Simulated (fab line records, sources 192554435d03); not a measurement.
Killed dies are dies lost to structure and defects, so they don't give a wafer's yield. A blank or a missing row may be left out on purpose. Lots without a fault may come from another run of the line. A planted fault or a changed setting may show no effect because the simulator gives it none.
Chamber matching | flow n5_finfet | N5_BEOL_M0_SAQP_PECVD_04 on pecvd-04: 3 sister chambers
The step deposits a-Si from SiH4/He, target thk 60 nm, time 60.2 s. 14 wafers are shown with their chamber, then 7 later ones without.

WAFERS WITH THEIR CHAMBER
wafer  | chamber | showerhead_plenum_p_Torr (Torr) | heater_power_w (W) | throttle_valve_pct (%)
L080.3 | 0       | 5.55                            | 668                | 18.3
L080.4 | 1       | 5.60                            | 540                | 18.5
L080.5 | 0       | 5.54                            | 663                | 18.2
L082.1 | 0       | 5.53                            | 639                | 18.4
L082.2 | 2       | 5.65                            | 586                | 18.6
L082.4 | 0       | 5.52                            | 644                | 18.4
L083.1 | 2       | 5.66                            | 591                | 18.2
L083.4 | 1       | 5.62                            | 561                | 18.7
L083.5 | 0       | 5.54                            | 557                | 18.0
L088.1 | 0       | 5.53                            | 633                | 18.6
L088.3 | 2       | 5.66                            | 584                | 18.5
L088.5 | 0       | 5.54                            | 647                | 18.2
L090.1 | 2       | 5.66                            | 606                | 18.3
L090.2 | 0       | 5.53                            | 653                | 18.3

SIGNATURES (means of the wafers above)
reading                  | chamber 0 | chamber 1 | chamber 2 | scatter within a chamber
showerhead_plenum_p_Torr | 5.5350    | 5.6100    | 5.6575    | 0.00892
heater_power_w           | 638.00    | 550.50    | 591.75    | 28.6
throttle_valve_pct       | 18.300    | 18.600    | 18.400    | 0.176
Rule: a wafer's distance from a chamber is the root of the sum, over the readings, of the square of ((its reading less the chamber's mean) divided by the reading's scatter). The wafer belongs to the nearest chamber; if the next one is less than 2 further off, it can't be placed. The scatter: the root of (the sum of the squares of (reading less its chamber's mean) over the shown wafers, divided by (wafers less chambers)).

WAFERS WITHOUT THEIR CHAMBER
wafer  | showerhead_plenum_p_Torr (Torr) | heater_power_w (W) | throttle_valve_pct (%)
L090.4 | 5.65                            | 594                | 18.5
L092.1 | 5.67                            | 612                | 18.5
L092.2 | 5.51                            | 668                | 18.2
L092.3 | 5.59                            | 555                | 18.7
L095.3 | 5.53                            | 675                | 18.4
L095.4 | 5.59                            | 569                | 18.4
L095.5 | 5.65                            | 620                | 18.8

WHICH CHAMBER EACH WENT THROUGH
wafer  | from the rows above | in truth
L090.4 | 2                   | 2
L092.1 | 2                   | 2
L092.2 | 0                   | 0
L092.3 | 1                   | 1
L095.3 | 0                   | 0
L095.4 | 1                   | 1
L095.5 | 2                   | 2
Placed correctly: 7 of 7. Can't be placed from these rows: 0. Placed wrongly: 0.
